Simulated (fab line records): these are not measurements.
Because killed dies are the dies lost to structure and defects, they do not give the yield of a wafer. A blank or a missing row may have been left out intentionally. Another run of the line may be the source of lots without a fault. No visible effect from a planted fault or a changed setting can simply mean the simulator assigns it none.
Which tool is to blame? | flow n5_finfet | 11 lots with 33 wafers sampled at 5 steps, on a route of 1938 steps

## WHAT THE GAUGES SHOWED, per wafer
N5_BEOL_M7_OCD_MEAS_38. Usual: trench_depth_nm at 93.8 nm, with a standard deviation of 1.6.
lot  | measured     | on     | trench_depth_nm (nm) | flag
L981 | day 9 02:37  | ocd-01 | 95.5 93.6 93.1       |
L982 | day 9 04:51  | ocd-01 | 92.1 91.1 92.6       |
L984 | day 9 15:56  | ocd-01 | 96.5 93.7 96.2       |
L985 | day 9 22:50  | ocd-02 | 93.8 91.6 94.7       |
L986 | day 10 13:43 | ocd-02 | 93.6 91.6 94.3       |
L988 | day 10 21:26 | ocd-02 | 91.2 93.3 94.7       |
L989 | day 11 00:40 | ocd-02 | 92.7 94.4 93.6       |
L990 | day 11 13:56 | ocd-02 | 93.4 93.5 96.8       |
L992 | day 11 17:16 | ocd-02 | 93.1 93.2 92.5       |
L100 | day 14 01:21 | ocd-01 | 94.0 93.3 95.0       |
L104 | day 15 09:19 | ocd-02 | 92.3 93.4 93.9       |

N5_BEOL_M7_THK_MEAS_53: measures by xrf. Usual: M7_THK gives 79.9 nm (standard deviation 2).
lot  | measured     | on            | M7_THK (nm)    | flag
L981 | day 9 04:44  | film_metro-02 | 82.7 80.5 78.9 |
L982 | day 9 07:08  | film_metro-01 | 77.6 78.6 77.1 |
L984 | day 9 18:13  | film_metro-02 | 85.1 81.3 82.4 |
L985 | day 10 02:59 | film_metro-01 | 79.5 78.5 80.9 |
L986 | day 10 17:45 | film_metro-02 | 80.7 77.6 81.4 |
L988 | day 10 23:52 | film_metro-02 | 77.6 79.8 82.0 |
L989 | day 11 04:50 | film_metro-02 | 80.8 80.6 80.3 |
L990 | day 11 16:14 | film_metro-01 | 80.3 80.4 82.6 |
L992 | day 11 19:37 | film_metro-01 | 76.0 75.5 75.3 |
L100 | day 14 05:19 | film_metro-01 | 78.8 78.1 79.7 |
L104 | day 15 13:47 | film_metro-01 | 78.5 78.4 80.3 |

## WHICH TOOL RAN EACH LOT (tool, then ch and the chambers of the sampled wafers, then the start)
lot  | N5_BEOL_M7_TRENCH_ETCH_37                     | N5_BEOL_M7_ECD_50              | N5_BEOL_M7_CMP_52
L981 | rie_diel-05 ch 0,2,3, day 9 02:37 or earlier  | ecd_cu-01 ch 0,1, day 9 04:01  | cmp-03 ch 1,2,3, day 9 04:26
L982 | rie_diel-01 ch 1,2,3, day 9 04:51 or earlier  | ecd_cu-01 ch 0,1, day 9 06:20  | cmp-01 ch 0,1,2, day 9 06:53
L984 | rie_diel-02 ch 0,1, day 9 15:56 or earlier    | ecd_cu-02 ch 0,1, day 9 17:34  | cmp-01 ch 0,1,2, day 9 18:00
L985 | rie_diel-05 ch 0,2,3, day 9 22:50 or earlier  | ecd_cu-02 ch 0,1, day 10 02:19 | cmp-02 ch 0,2,3, day 10 02:48
L986 | rie_diel-01 ch 0,2, day 10 13:43 or earlier   | ecd_cu-02 ch 0,1, day 10 17:04 | cmp-01 ch 1,2,3, day 10 17:29
L988 | rie_diel-01 ch 0,2, day 10 21:26 or earlier   | ecd_cu-01 ch 0,1, day 10 23:10 | cmp-03 ch 0,2,3, day 10 23:34
L989 | rie_diel-01 ch 0,2,3, day 11 00:40 or earlier | ecd_cu-01 ch 0,1, day 11 04:02 | cmp-01 ch 2,3, day 11 04:32
L990 | rie_diel-02 ch 0,2,3, day 11 13:56 or earlier | ecd_cu-01 ch 0,1, day 11 15:26 | cmp-02 ch 1,2, day 11 15:56
L992 | rie_diel-01 ch 2,3, day 11 17:16 or earlier   | ecd_cu-02 ch 0,1, day 11 18:43 | cmp-02 ch 1,2,3, day 11 19:24
L100 | rie_diel-01 ch 2,3, day 14 01:21 or earlier   | ecd_cu-01 ch 0,1, day 14 04:39 | cmp-01 ch 1,2, day 14 05:04
L104 | rie_diel-01 ch 0,1,3, day 15 09:19 or earlier | ecd_cu-02 ch 0,1, day 15 13:06 | cmp-02 ch 1,2,3, day 15 13:32
- N5_BEOL_M7_TRENCH_ETCH_37: etches SiCOH lowk in C4F6/O2, target depth 93.478 nm, time 31.2 s.
- N5_BEOL_M7_ECD_50: material Cu, target thk 300 nm.
- N5_BEOL_M7_CMP_52: polishes, stops on SiCOH lowk, t overpolish 6.9 s, target thk 80 nm.

## AS READ BY THE TOOLS THEMSELVES (means over the sampled wafers that have a number; for cases with no such wafer, the mark the record gives instead)
N5_BEOL_M7_TRENCH_ETCH_37. Usual: drypump_motor_current_A 5.9 A, standard deviation 0.32; oes_product_au 0.81 a.u., standard deviation 0.1; rf_vpp_V 668 V, standard deviation 6.1; showerhead_plenum_p_Torr 2.85 Torr, standard deviation 0.065; throttle_valve_pct 20.92 %, standard deviation 0.25.
lot  | tool        | drypump_motor_current_A (A) | oes_product_au (a.u.) | rf_vpp_V (V) | showerhead_plenum_p_Torr (Torr) | throttle_valve_pct (%) | flag
L981 | rie_diel-05 | 5.9                         | 0.80                  | 667          | 2.90                            | 20.94                  |
L982 | rie_diel-01 | 5.7                         | 0.72                  | 669          | 2.82                            | 21.08                  |
L984 | rie_diel-02 | 5.7                         | 0.78                  | 661          | 2.86                            | 20.99                  |
L985 | rie_diel-05 | 5.9                         | 0.79                  | 668          | 2.90                            | 20.93                  |
L986 | rie_diel-01 | 6.1                         | 0.87                  | 674          | 2.91                            | 20.69                  |
L988 | rie_diel-01 | 6.0                         | 0.86                  | 673          | 2.91                            | 20.69                  |
L989 | rie_diel-01 | 5.9                         | 0.80                  | 672          | 2.85                            | 20.94                  |
L990 | rie_diel-02 | 5.8                         | 0.81                  | 664          | 2.87                            | 20.89                  |
L992 | rie_diel-01 | 5.6                         | 0.70                  | 674          | 2.85                            | 21.19                  |
L100 | rie_diel-01 | 5.7                         | 0.84                  | 670          | 2.79                            | 21.07                  |
L104 | rie_diel-01 | 6.0                         | 0.84                  | 665          | 2.80                            | 20.80                  |

N5_BEOL_M7_CMP_52. Usual: motor_current_A 6.0 A, standard deviation 0.5; slurry_filter_dp_kPa 13.49 kPa, standard deviation 0.13; time_to_endpoint_s 63.3 s, standard deviation 2.5.
lot  | tool   | motor_current_A (A) | slurry_filter_dp_kPa (kPa) | time_to_endpoint_s (s) | flag
L981 | cmp-03 | 5.7                 | 13.46                      | 65.2                   |
L982 | cmp-01 | 6.3                 | 13.50                      | 64.0                   |
L984 | cmp-01 | 6.4                 | 13.59                      | 63.6                   |
L985 | cmp-02 | 6.0                 | 13.51                      | 61.2                   |
L986 | cmp-01 | 6.1                 | 13.54                      | 65.3                   |
L988 | cmp-03 | 5.8                 | 13.39                      | 63.1                   |
L989 | cmp-01 | 5.3                 | 13.51                      | 64.8                   |
L990 | cmp-02 | 5.8                 | 13.44                      | 59.4                   |
L992 | cmp-02 | 5.8                 | 13.46                      | 62.0                   |
L100 | cmp-01 | 6.3                 | 13.38                      | 52.6                   | OFF
L104 | cmp-02 | 5.7                 | 13.32                      | 67.9                   |

## THE ANSWER, worked out from the rows above alone
Rule: take the mean of a lot's wafers that have a number; if it is more than 3 standard deviations from the usual mean, the lot is off. A lot without any number at a reading at which 4 lots or more have one is off too. The other lots that the step has rows for count as sound. Order of review: gauges by route order, followed by the tools' own readings, for which a lot's mean as printed above is used. At the first step where some lot is off, the reading lying furthest off is the one used; lots without a number count as furthest.
Off: L100 (N5_BEOL_M7_CMP_52, time_to_endpoint_s).
If a tool, at that step or one of the process steps before it, ran each lot that is off and ran no sound lot following the first of them, it fits. Because N5_BEOL_M7_TRENCH_ETCH_37 lacks a start for some lots, the hours and order of its lots are taken from N5_BEOL_M7_OCD_MEAS_38. Undecided on this evidence; 2 tools fit (ecd_cu-01 at N5_BEOL_M7_ECD_50, cmp-01 at N5_BEOL_M7_CMP_52).

## WHAT WAS PUT IN BY THE SIMULATOR
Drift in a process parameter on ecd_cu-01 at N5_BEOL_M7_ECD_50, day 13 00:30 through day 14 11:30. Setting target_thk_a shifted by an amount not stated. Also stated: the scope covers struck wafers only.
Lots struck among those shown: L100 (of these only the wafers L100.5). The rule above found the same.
